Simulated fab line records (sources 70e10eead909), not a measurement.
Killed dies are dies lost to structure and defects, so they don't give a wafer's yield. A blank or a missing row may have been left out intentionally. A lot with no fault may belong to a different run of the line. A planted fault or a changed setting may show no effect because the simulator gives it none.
Chamber matching + flow nandHarc + 4 sister chambers for NHARC_P_ZERO_WELL_DESCUM_13 on rieDiel-08
The step chemistry O2, time 3 s. 22 wafers are shown with their chamber, then 11 later ones without.

## WAFERS PAIRED WITH THEIR CHAMBERS
| wafer  | chamber | showerheadPlenumPTorr (Torr) | drypumpMotorCurrentA (A) | oesProductAu (a.u.) |
|--------|---------|------------------------------|--------------------------|---------------------|
| L077.1 | 0       | 1.93                         | 5.5                      | 1.002               |
| L077.2 | 1       | 1.94                         | 5.6                      | 0.996               |
| L077.5 | 1       | 1.94                         | 5.6                      | 0.985               |
| L078.1 | 0       | 1.93                         | 5.4                      | 0.996               |
| L078.2 | 1       | 1.93                         | 5.7                      | 0.986               |
| L078.5 | 1       | 1.93                         | 5.7                      | 1.005               |
| L079.1 | 3       | 1.89                         | 5.9                      | 0.996               |
| L079.3 | 2       | 1.90                         | 6.2                      | 0.999               |
| L079.5 | 3       | 1.89                         | 5.9                      | 0.995               |
| L080.4 | 3       | 1.89                         | 5.9                      | 1.002               |
| L080.5 | 2       | 1.90                         | 6.2                      | 1.005               |
| L080.6 | 3       | 1.89                         | 5.9                      | 0.997               |
| L081.2 | 2       | 1.90                         | 6.2                      | 1.002               |
| L081.4 | 0       | 1.93                         | 5.5                      | 0.994               |
| L081.5 | 3       | 1.89                         | 6.0                      | 0.996               |
| L082.1 | 2       | 1.90                         | 6.2                      | 1.013               |
| L082.2 | 0       | 1.93                         | 5.5                      | 0.998               |
| L082.4 | 1       | 1.93                         | 5.6                      | 0.993               |
| L083.1 | 0       | 1.93                         | 5.5                      | 0.976               |
| L083.3 | 3       | 1.89                         | 5.9                      | 1.004               |
| L083.6 | 2       | 1.90                         | 6.2                      | 0.997               |
| L089.2 | 2       | 1.89                         | 6.2                      | 0.991               |

SIGNATURES (means of the wafers above)
| reading               | chamber 0 | chamber 1 | chamber 2 | chamber 3 | scatter within a chamber |
|-----------------------|-----------|-----------|-----------|-----------|--------------------------|
| showerheadPlenumPTorr | 1.9300    | 1.9340    | 1.8983    | 1.8900    | 0.00336                  |
| drypumpMotorCurrentA  | 5.480     | 5.640     | 6.200     | 5.917     | 0.0397                   |
| oesProductAu          | 0.99320   | 0.99300   | 1.00117   | 0.99833   | 0.00753                  |
Rule: distance of a wafer from a chamber = root of the sum over the readings of ((wafer's reading minus chamber's mean) / reading's scatter) squared. If the next closest chamber is less than 2 further off than the closest, the wafer can't be placed; otherwise it belongs to the closest. The scatter: the root of (the sum of the squares of (reading less its chamber's mean) over the shown wafers, divided by (wafers less chambers)).

## WAFERS WITH NO CHAMBER GIVEN
| wafer  | showerheadPlenumPTorr (Torr) | drypumpMotorCurrentA (A) | oesProductAu (a.u.) |
|--------|------------------------------|--------------------------|---------------------|
| L089.4 | 1.92                         | 5.6                      | 0.982               |
| L089.6 | 1.89                         | 6.2                      | 1.009               |
| L090.1 | 1.88                         | 5.9                      | 0.995               |
| L090.2 | 1.92                         | 5.5                      | 0.988               |
| L090.3 | 1.89                         | 6.2                      | 1.001               |
| L093.4 | 1.88                         | 5.9                      | 0.982               |
| L093.5 | 1.92                         | 5.6                      | 1.003               |
| L093.6 | 1.92                         | 5.5                      | 0.999               |
| L094.2 | 1.92                         | 5.7                      | 0.996               |
| L094.5 | 1.92                         | 5.5                      | 0.985               |
| L094.6 | 1.92                         | 5.6                      | 0.997               |

## WHICH CHAMBER EACH ONE RAN IN
| wafer  | from the rows above     | in truth |
|--------|-------------------------|----------|
| L089.4 | can't be placed: 0 or 1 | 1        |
| L089.6 | 2                       | 2        |
| L090.1 | 3                       | 3        |
| L090.2 | 0                       | 0        |
| L090.3 | 2                       | 2        |
| L093.4 | 3                       | 3        |
| L093.5 | can't be placed: 0 or 1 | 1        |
| L093.6 | 0                       | 0        |
| L094.2 | can't be placed: 1 or 0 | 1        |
| L094.5 | 0                       | 0        |
| L094.6 | can't be placed: 0 or 1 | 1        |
Correctly placed: 7 of 11. These rows do not allow placing 4 (true chamber among the candidates in 4). Placed wrongly: 0.
